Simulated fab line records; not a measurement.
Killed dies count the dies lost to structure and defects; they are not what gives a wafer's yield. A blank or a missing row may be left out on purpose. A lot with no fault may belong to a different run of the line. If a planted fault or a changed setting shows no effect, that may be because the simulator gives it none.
Chamber matching / flow n5 finfet / rie diel-02 running N5_MOL_CONTACT_COAG_ETCH_110: 4 sister chambers
The step etches Si in CF4/O2, target depth 2.5 nm, time 8 s. 8 wafers are shown with their chamber, then 10 later ones without.

WAFERS PAIRED WITH THEIR CHAMBERS
wafer=L081.4; chamber=1; drypump motor current A (A)=5.7; showerhead plenum p Torr (Torr)=2.11
wafer=L081.5; chamber=3; drypump motor current A (A)=5.4; showerhead plenum p Torr (Torr)=2.23
wafer=L084.3; chamber=3; drypump motor current A (A)=5.3; showerhead plenum p Torr (Torr)=2.22
wafer=L085.6; chamber=1; drypump motor current A (A)=5.7; showerhead plenum p Torr (Torr)=2.11
wafer=L087.2; chamber=0; drypump motor current A (A)=5.8; showerhead plenum p Torr (Torr)=2.10
wafer=L087.5; chamber=2; drypump motor current A (A)=5.4; showerhead plenum p Torr (Torr)=2.18
wafer=L088.2; chamber=2; drypump motor current A (A)=5.4; showerhead plenum p Torr (Torr)=2.17
wafer=L088.4; chamber=0; drypump motor current A (A)=5.8; showerhead plenum p Torr (Torr)=2.10

WAFERS MISSING THEIR CHAMBER
wafer=L088.6; drypump motor current A (A)=5.4; showerhead plenum p Torr (Torr)=2.17
wafer=L090.1; drypump motor current A (A)=5.4; showerhead plenum p Torr (Torr)=2.22
wafer=L090.2; drypump motor current A (A)=5.8; showerhead plenum p Torr (Torr)=2.10
wafer=L090.3; drypump motor current A (A)=5.7; showerhead plenum p Torr (Torr)=2.36
wafer=L093.1; drypump motor current A (A)=5.7; showerhead plenum p Torr (Torr)=2.36
wafer=L093.2; drypump motor current A (A)=5.4; showerhead plenum p Torr (Torr)=2.17
wafer=L093.5; drypump motor current A (A)=5.8; showerhead plenum p Torr (Torr)=2.10
wafer=L096.2; drypump motor current A (A)=5.8; showerhead plenum p Torr (Torr)=2.10
wafer=L096.3; drypump motor current A (A)=5.4; showerhead plenum p Torr (Torr)=2.17
wafer=L096.6; drypump motor current A (A)=5.8; showerhead plenum p Torr (Torr)=2.10

EACH ONE'S CHAMBER
wafer=L088.6; from the rows above=2; in truth=2
wafer=L090.1; from the rows above=3; in truth=3
wafer=L090.2; from the rows above=0; in truth=0
wafer=L090.3; from the rows above=3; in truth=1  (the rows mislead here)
wafer=L093.1; from the rows above=3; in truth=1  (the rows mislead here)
wafer=L093.2; from the rows above=2; in truth=2
wafer=L093.5; from the rows above=0; in truth=0
wafer=L096.2; from the rows above=0; in truth=0
wafer=L096.3; from the rows above=2; in truth=2
wafer=L096.6; from the rows above=0; in truth=0
8 of 10 placed correctly. Can't be placed from these rows: 0. Wrongly placed: 2.
How it was worked out, from the rows above alone: a wafer's distance from a chamber is the root of the sum, over the readings, of the square of ((its reading less the chamber's mean) divided by the reading's scatter). If the next closest chamber is less than 2 further off than the closest, the wafer can't be placed; otherwise it belongs to the closest. The mean given for a chamber averages the wafers shown for that chamber. The scatter: the root of (the sum of the squares of (reading less its chamber's mean) over the shown wafers, divided by (wafers less chambers)).
